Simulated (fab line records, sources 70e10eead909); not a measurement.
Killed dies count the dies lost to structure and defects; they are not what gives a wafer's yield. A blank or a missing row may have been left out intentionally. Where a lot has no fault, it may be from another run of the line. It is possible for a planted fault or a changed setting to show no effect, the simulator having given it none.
Chamber matching | flow nand-harc | 3 sister chambers for NHARC_A_M0_CMP_23 on cmp-01
The step polishes, t overpolish 20 s, target thk 113.75 nm. 6 wafers are shown with their chamber, then 8 later ones without.

== WAFERS PAIRED WITH THEIR CHAMBERS ==
wafer  | chamber | motor-current-A (A) | time-to-endpoint-s (s)
L080.6 | 0       | 12.0                | 23
L082.5 | 0       | 11.6                | 24
L084.3 | 1       | 14.1                | 28
L086.1 | 2       | 11.2                | 29
L086.2 | 1       | 13.3                | 28
L086.5 | 2       | 11.5                | 29

== WAFERS WHOSE CHAMBER IS MISSING ==
wafer  | motor-current-A (A) | time-to-endpoint-s (s)
L089.1 | 11.2                | 26
L089.4 | 12.0                | 21
L087.3 | 12.4                | 24
L087.4 | 14.1                | 30
L087.5 | 11.9                | 25
L094.1 | 11.6                | 30
L094.2 | 11.8                | 25
L094.5 | 11.3                | 29

== WHICH CHAMBER EACH WENT THROUGH ==
wafer  | from the rows above          | in truth
L089.1 | can't be placed: 0 or 2 or 1 | 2
L089.4 | 0                            | 0
L087.3 | 0                            | 0
L087.4 | 1                            | 1
L087.5 | 0                            | 0
L094.1 | 2                            | 2
L094.2 | 0                            | 0
L094.5 | 2                            | 2
Correct placement for 7 of the 8. Unplaceable from these rows: 1, with the true chamber sitting among the candidates in 1. Number placed wrongly: 0.
How it was worked out, from the rows above alone: a wafer's distance from a chamber is the root of the sum, over the readings, of the square of ((its reading less the chamber's mean) divided by the reading's scatter). The wafer belongs to the nearest chamber; if the next one is less than 2 further off, it can't be placed. A chamber's mean is the mean of its shown wafers. The scatter is the square root of a quotient: the sum, over the shown wafers, of each reading's squared deviation from its chamber's mean, divided by wafers minus chambers.
